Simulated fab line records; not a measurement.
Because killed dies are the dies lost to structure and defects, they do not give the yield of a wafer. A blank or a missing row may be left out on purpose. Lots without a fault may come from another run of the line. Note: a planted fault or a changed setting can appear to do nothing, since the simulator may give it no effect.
Lot-split experiment -- flow n5_finfet -- route with 1938 steps; 7 lots, 39 wafers read

== THE SPLIT ITSELF ==
At N5_FIN_SAQP_SPACER2_ALD_28 (deposits SiO2, target thk 8.1 nm, pulse time 1 s, purge time 2 s), the setting target_thk_a was moved away from the recipe's 81 angstrom on 15 of the 39 wafers read, by -43.1% to +59.5%. The other wafers ran this setting at the recipe's value.

== FROM THE SPLIT TO THE READING: what the file shows between them, 9 steps ==
- N5_FIN_SAQP_SPACER2_ETCHBACK_29: etches SiO2 in CHF3/O2, target depth 12.2 nm, time 6.1 s
- N5_FIN_SAQP_MANDREL2_REMOVE_60: chemistry HBr/Cl2/O2, target a-Si, stops on SiNx, bt time 10 s
- N5_FIN_SAQP_CD_MEAS_31: target cd 8 nm
- N5_FIN_SAQP_HM_OPEN_33: chemistry CH3F/O2, target SiNx, target depth 49.4 nm, time 70.6 s
- N5_FIN_SAQP_ETCH_34: etches SiO2 in C4F6/O2, target depth 45 nm, time 15 s
- N5_FIN_SAQP_STRIP_77: strips in N2/H2, time 90 s
- N5_FIN_SAQP_HM_CD_35: target cd 8 nm
- N5_FIN_SAQP_ETCH_64: etches SiO2 in CF4, target depth 1.5 nm
- N5_FIN_SAQP_FIN_ETCH_36: etches the open film in HBr/Cl2/O2, target depth 120 nm, time 50.4 s

== THE READING ==
At N5_FIN_SAQP_CD_MEAS_37: cd_nm in nanometres, against a target cd of 8 nm. On this fab line, fault-free wafers typically give 8.13 nm with a standard deviation of 0.25 nm.

wafer,"tool, chamber at the split","target_thk_a as run, angstrom",against the recipe,"cd_nm, nm",against lot-mates on the recipe
L076.1,"ald_sin-04, 0,3,0",129.2,+59.5%,12.78,+4.64
L076.2,"ald_sin-04, 1",81,recipe,8.11,-
L076.3,"ald_sin-04, 2,1",81,recipe,8.03,-
L076.4,"ald_sin-04, 0,3,0",129.2,+59.5%,13.31,+5.17
L076.5,"ald_sin-04, 0,3,0",129.2,+59.5%,13.26,+5.12
L076.6,"ald_sin-04, 2,1",81,recipe,8.28,-
L083.1,"ald_sin-01, 0",81,recipe,8.10,-
L083.2,"ald_sin-01, 1",81,recipe,8.18,-
L083.6,"ald_sin-01, 1",81,recipe,8.07,-
L086.1,"ald_sin-04, 0,2,3",81,recipe,8.16,-
L086.2,"ald_sin-04, 0,2,3",81,recipe,8.17,-
L086.3,"ald_sin-04, 1,1,2",46.11,-43.1%,4.42,-3.66
L086.4,"ald_sin-04, 0,2,3",81,recipe,7.92,-
L086.5,"ald_sin-04, 1,1,2",46.11,-43.1%,4.36,-3.72
L086.6,"ald_sin-04, 1,1,2",46.11,-43.1%,4.37,-3.71
L087.1,"ald_sin-01, 0,3,2",81,recipe,7.89,-
L087.2,"ald_sin-01, 1,3",62.28,-23.1%,6.47,-1.65
L087.3,"ald_sin-01, 2",62.28,-23.1%,6.52,-1.60
L087.4,"ald_sin-01, 0,3,2",81,recipe,8.32,-
L087.5,"ald_sin-01, 1,3",62.28,-23.1%,6.24,-1.88
L087.6,"ald_sin-01, 0,3,2",81,recipe,8.16,-
L089.1,"ald_sin-01, 3",128.9,+59.1%,13.22,+4.91
L089.2,"ald_sin-01, 2,3,0",81,recipe,8.37,-
L089.3,"ald_sin-01, 0,1",128.9,+59.1%,13.30,+4.99
L089.4,"ald_sin-01, 0,1",128.9,+59.1%,13.33,+5.02
L089.5,"ald_sin-01, 2,3,0",81,recipe,8.36,-
L089.6,"ald_sin-01, 2,3,0",81,recipe,8.19,-
L090.1,"ald_sin-03, 1,0,0",81,recipe,7.86,-
L090.2,"ald_sin-03, 3,2,3",59.9,-26.0%,5.88,-2.23
L090.3,"ald_sin-03, 3,2,3",59.9,-26.0%,5.66,-2.45
L090.4,"ald_sin-03, 1,0,0",81,recipe,8.35,-
L090.5,"ald_sin-03, 3,2,3",59.9,-26.0%,5.92,-2.19
L090.6,"ald_sin-03, 1,0,0",81,recipe,8.12,-
L096.1,"ald_sin-03, 3,1,2,3,2",81,recipe,8.14,-
L096.2,"ald_sin-03, 0",81,recipe,8.21,-
L096.3,"ald_sin-03, 3,1,2,3,2",81,recipe,8.53,-
L096.4,"ald_sin-03, 3,1,2,3,2",81,recipe,8.30,-
L096.5,"ald_sin-03, 3,1,2,3,2",81,recipe,8.13,-
L096.6,"ald_sin-03, 3,1,2,3,2",81,recipe,8.07,-
When a row names more than one chamber, that row covers several wafers, and the file does not tell which wafer ran in which chamber.

FIT RESULTS
A straight line over all 39 wafers: cd_nm changes by +0.0853 nm for each +1% of target_thk_a; r = +1.00; the points scatter about the line by 0.17 nm.
The same after taking each lot's own level away (the mean of its wafers on the recipe; 39 wafers): +0.084 nm for each +1%; r = +1.00; scatter 0.16 nm.
Per that fit: largest target_thk_a move, reading shift of 5 nm.
The lots' own levels span 8.083 to 8.307 nm, that is 0.9 times the standard deviation above.
The two slopes are in agreement: the lot-to-lot level therefore moves the slope only a little.
Check: with one of the wafers moved furthest among these (+59.5%) left out of the fit, the line predicts +5.06 nm for it against its lot-mates. Against them it came out at +4.64 nm.

== ADDITIONAL SPLITS CARRIED BY THESE WAFERS ==
Other splits were also applied to these wafers ahead of the reading. Each is held against what the fit with the lots' levels taken away leaves over:
other split on the same wafers,wafers away from the commonest value,r with cd_nm (lot level and that fit taken away)
N5_PMOS_HMC_CHANNEL_EPI_HM_DEP_34 target_thk_a,18,-0.05

== THE WHOLE CHAIN: every reading that the file lists as answering this split, in the file's order ==
step,what it does,reading,change (the file's fit),r (the file's)
N5_FIN_SAQP_SPACER2_ALD_28,"deposits SiO2, target thk 8.1 nm, pulse time 1 s, purge time 2 s","SiO2_of_FIN_SAQP_SPACER2_ALD_28.thk_nm (the simulator's own value, which no gauge read)",+0.0809 nm for each +1% of the setting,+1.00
N5_FIN_SAQP_MANDREL2_REMOVE_60,"chemistry HBr/Cl2/O2, target a-Si, stops on SiNx, bt time 10 s","FIN_SAQP.cd_nm (the simulator's own value, which no gauge read)",+0.0804 nm for each +1% of the setting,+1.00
N5_FIN_SAQP_CD_MEAS_31,target cd 8 nm,cd_nm,+0.0797 nm for each +1% of the setting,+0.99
N5_FIN_SAQP_HM_OPEN_33,"chemistry CH3F/O2, target SiNx, target depth 49.4 nm, time 70.6 s","FIN_SAQP.cd_nm (the simulator's own value, which no gauge read)",+0.0812 nm for each +1% of the setting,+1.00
N5_FIN_SAQP_ETCH_34,"etches SiO2 in C4F6/O2, target depth 45 nm, time 15 s","FIN_SAQP.cd_nm (the simulator's own value, which no gauge read)",+0.0816 nm for each +1% of the setting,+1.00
N5_FIN_SAQP_HM_CD_35,target cd 8 nm,cd_nm,+0.081 nm for each +1% of the setting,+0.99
N5_FIN_SAQP_ETCH_64,"etches SiO2 in CF4, target depth 1.5 nm","FIN_SAQP.cd_nm (the simulator's own value, which no gauge read)",+0.0827 nm for each +1% of the setting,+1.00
N5_FIN_SAQP_CD_MEAS_37,target cd 8 nm,cd_nm,+0.084 nm for each +1% of the setting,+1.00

== THE FILE'S OWN FIT ==
cd_nm changes by +0.084 nm for each +1% of target_thk_a, r = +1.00.
